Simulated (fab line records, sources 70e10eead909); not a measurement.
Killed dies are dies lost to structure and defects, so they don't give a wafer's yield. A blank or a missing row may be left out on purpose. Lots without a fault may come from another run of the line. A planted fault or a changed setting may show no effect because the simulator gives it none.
A struck lot beside a sound one | flow nand_harc | 18 steps out of a route of 1302
Sound: wafers L454.1, L454.2, L454.6. Struck: wafers L458.1, L458.2, L458.4. The cause comes at the end.
At each step with rows: each side's tool, then ch and its chambers, then its first start. Under that, the readings that differ: sound wafers | struck wafers | difference of the means | sigmas: that difference in standard deviations of wafers without a fault.
alike: readings whose means differ by less than 2 such deviations, and words and numbers that are the same on both sides. not compared: withheld readings, readings that some wafer has no value for, bounds like >300 that may hide the same value, and numbers for which the record gives no deviation and whose values overlap.
The two part at a step that has a row with sigmas, a row that says differs or no value, or rows on one side only. Numbers that don't overlap but have no deviation are shown without sigmas and don't part them. A reading that every wafer of one side lacks parts them only if that side has two wafers or more.

NHARC_P_GATE_CD_MEAS_59: target cd 720 nm.
  sound on cd_sem-03 ch 0, day 6 21:16; struck on cd_sem-03 ch 0, day 8 18:31
  alike: cd_nm
then, 1 step without rows for these wafers: NHARC_P_GATE_HARDBAKE_60 (time 80 s).
NHARC_P_GATE_DESCUM_61: chemistry O2, time 3 s.
  sound on rie_diel-07 ch 0,1,3, day 6 21:25; struck on rie_diel-07 ch 1,2,3, day 8 18:41
  alike: drypump_motor_current_A, oes_product_au, rf_vpp_V, showerhead_plenum_p_Torr, throttle_valve_pct
  not compared: rf_hours_counter_h
then, 1 step without rows for these wafers: NHARC_P_GATE_IMPLANT_62.
NHARC_P_GATE_STRIP_112: strips in N2/H2, time 200 s.
  sound on plasma_asher-01 ch 0,1, day 6 21:47; struck on plasma_asher-01 ch 0,1, day 8 19:04
  alike: drypump_motor_current_A, heater_power_w, temp_c
  not compared: rf_hours_counter_h
NHARC_P_GATE_STRIP_76: strips in O2.
  sound on plasma_asher-01 ch 0,1, day 6 22:03; struck on plasma_asher-01 ch 0,1, day 8 19:20
  alike: drypump_motor_current_A, heater_power_w, temp_c
  not compared: rf_hours_counter_h
then, 6 steps without rows for these wafers: NHARC_P_GATE_STRIP_63 (strips in SPM, time 900 s); NHARC_P_GATE_DEHYDRATE_83 (time 120 s); NHARC_P_GATE_HMDS_84 (time 30 s); NHARC_P_GATE_COAT_85; NHARC_P_GATE_SOFTBAKE_86 (time 95 s); NHARC_P_GATE_EBR_87.
NHARC_P_GATE_EXPOSE_88: exposes mask P HVN, target cd 2000 nm.
  sound on krf_scanner-03 ch 0, day 6 22:49; struck on krf_scanner-02 ch 0, day 8 20:05
  reading | sound                   | struck                  | difference | sigmas
  mask    | P_HVN#0 P_HVN#0 P_HVN#0 | P_PSD#0 P_PSD#0 P_PSD#0 | differs    |
then, 2 steps without rows for these wafers: NHARC_P_GATE_PEB_89 (peb time 85 s); NHARC_P_GATE_DEVELOP_90 (time 70 s).
NHARC_P_GATE_CD_MEAS_91: target cd 2000 nm.
  sound on cd_sem-01 ch 0, day 6 22:58; struck on cd_sem-03 ch 0, day 8 20:15
  reading    | sound                | struck | difference                    | sigmas
  cd_nm (nm) | 2001.5 2002.5 2001.7 | - - -  | no value on the struck wafers |
then, 1 step without rows for these wafers: NHARC_P_GATE_HARDBAKE_92 (time 80 s).
-- the record jumps here: 19 days lie between the struck wafers' starts before and after (it left off in module P_GATE and takes up again in module END, whose first step shown is number 1302 of the route) --
NHARC_END_SORT_01:
  sound on prober-01 ch 0, day 25 05:51; struck on prober-02 ch 0, day 27 20:00
  reading             | sound    | struck      | difference | sigmas
  killed_at_periphery | 4 0 2    | 601 601 587 | +594       | +99 or more
  killed_dies         | 64 44 49 | 677 677 677 | +625       | +31
  alike: killed_at_array, killed_at_other, killed_open, killed_short

WHERE THEY PART
First at NHARC_P_GATE_EXPOSE_88; last, within this record, at NHARC_END_SORT_01.

WHY: what the simulator had put in
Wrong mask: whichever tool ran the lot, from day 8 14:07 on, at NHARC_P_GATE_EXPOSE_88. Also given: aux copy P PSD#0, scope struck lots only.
